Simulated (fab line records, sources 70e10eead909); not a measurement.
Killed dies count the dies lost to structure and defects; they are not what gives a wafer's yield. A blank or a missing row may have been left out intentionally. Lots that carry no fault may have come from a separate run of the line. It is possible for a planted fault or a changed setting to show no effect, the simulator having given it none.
Matching of chambers / flow nand harc / NHARC_P_GATE_DEP_103 on pecvd-01: 3 sister chambers
The step deposits SiON, target thk 30 nm. 3 wafers are shown with their chamber, then 7 later ones without.

== WAFERS WITH THEIR CHAMBER ==
wafer=L120.5; chamber=1; heater power w (W)=880
wafer=L122.1; chamber=0; heater power w (W)=566
wafer=L122.2; chamber=2; heater power w (W)=756

== WAFERS WITHOUT THEIR CHAMBER ==
wafer=L122.3; heater power w (W)=777
wafer=L123.3; heater power w (W)=845
wafer=L123.4; heater power w (W)=865
wafer=L123.5; heater power w (W)=908
wafer=L124.3; heater power w (W)=866
wafer=L124.4; heater power w (W)=624
wafer=L124.6; heater power w (W)=861

== EACH ONE'S CHAMBER ==
wafer=L122.3; from the rows above=2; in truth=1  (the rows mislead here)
wafer=L123.3; from the rows above=can't be placed: 1 or 2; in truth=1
wafer=L123.4; from the rows above=1; in truth=1
wafer=L123.5; from the rows above=1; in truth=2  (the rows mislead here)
wafer=L124.3; from the rows above=1; in truth=1
wafer=L124.4; from the rows above=0; in truth=0
wafer=L124.6; from the rows above=1; in truth=1
Placed correctly: 4 of 7. Unplaceable from these rows: 1, with the true chamber sitting among the candidates in 1. 2 placed wrongly.
How it was worked out, from the rows above alone: a wafer's distance from a chamber is the root of the sum, over the readings, of the square of ((its reading less the chamber's mean) divided by the reading's scatter). The wafer belongs to the nearest chamber; if the next one is less than 2 further off, it can't be placed. The mean given for a chamber averages the wafers shown for that chamber. The scatter: with one shown wafer a chamber, the root of the mean of the squares of how far each hidden wafer lies from its nearest shown one.
